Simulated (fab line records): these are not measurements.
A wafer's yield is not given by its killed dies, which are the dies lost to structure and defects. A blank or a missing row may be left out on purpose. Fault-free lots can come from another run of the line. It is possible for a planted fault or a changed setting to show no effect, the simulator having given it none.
Matching of chambers | flow nand-harc | 4 sister chambers for NHARC_A_BLC_STRIP_29 on rie-diel-06
The step strips in CF4. 7 wafers are shown with their chamber, then 7 later ones without.

## EACH WAFER AND ITS CHAMBER
wafer  | chamber | drypump-motor-current-A (A) | rf-vpp-V (V)
L949.4 | 2       | 5.7                         | 58.7
L949.6 | 1       | 4.9                         | 58.2
L953.1 | 0       | 5.9                         | 58.7
L953.3 | 3       | 5.8                         | 60.4
L953.6 | 1       | 4.9                         | 58.0
L954.1 | 2       | 5.7                         | 59.3
L954.3 | 0       | 6.0                         | 60.1

## WAFERS WITHOUT THEIR CHAMBER
wafer  | drypump-motor-current-A (A) | rf-vpp-V (V)
L954.5 | 5.7                         | 59.9
L963.2 | 5.8                         | 60.6
L963.3 | 6.0                         | 58.6
L963.6 | 5.8                         | 60.0
L968.1 | 5.7                         | 59.8
L968.3 | 5.8                         | 59.3
L968.4 | 6.0                         | 59.8

## WHICH CHAMBER EACH ONE RAN IN
wafer  | from the rows above          | in truth
L954.5 | can't be placed: 2 or 3      | 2
L963.2 | 3                            | 3
L963.3 | 0                            | 0
L963.6 | 3                            | 3
L968.1 | can't be placed: 2 or 3      | 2
L968.3 | can't be placed: 3 or 2 or 0 | 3
L968.4 | 0                            | 0
Correctly placed: 4 of 7. Unplaceable from these rows: 3, with the true chamber sitting among the candidates in 3. 0 placed wrongly.
How it was worked out, from the rows above alone: a wafer's distance from a chamber is the root of the sum, over the readings, of the square of ((its reading less the chamber's mean) divided by the reading's scatter). The wafer belongs to the nearest chamber; if the next one is less than 2 further off, it can't be placed. A chamber's mean is the mean of its shown wafers. The scatter: take each reading less its chamber's mean, square it, sum over the shown wafers, divide by the number of wafers less the number of chambers, and take the root.
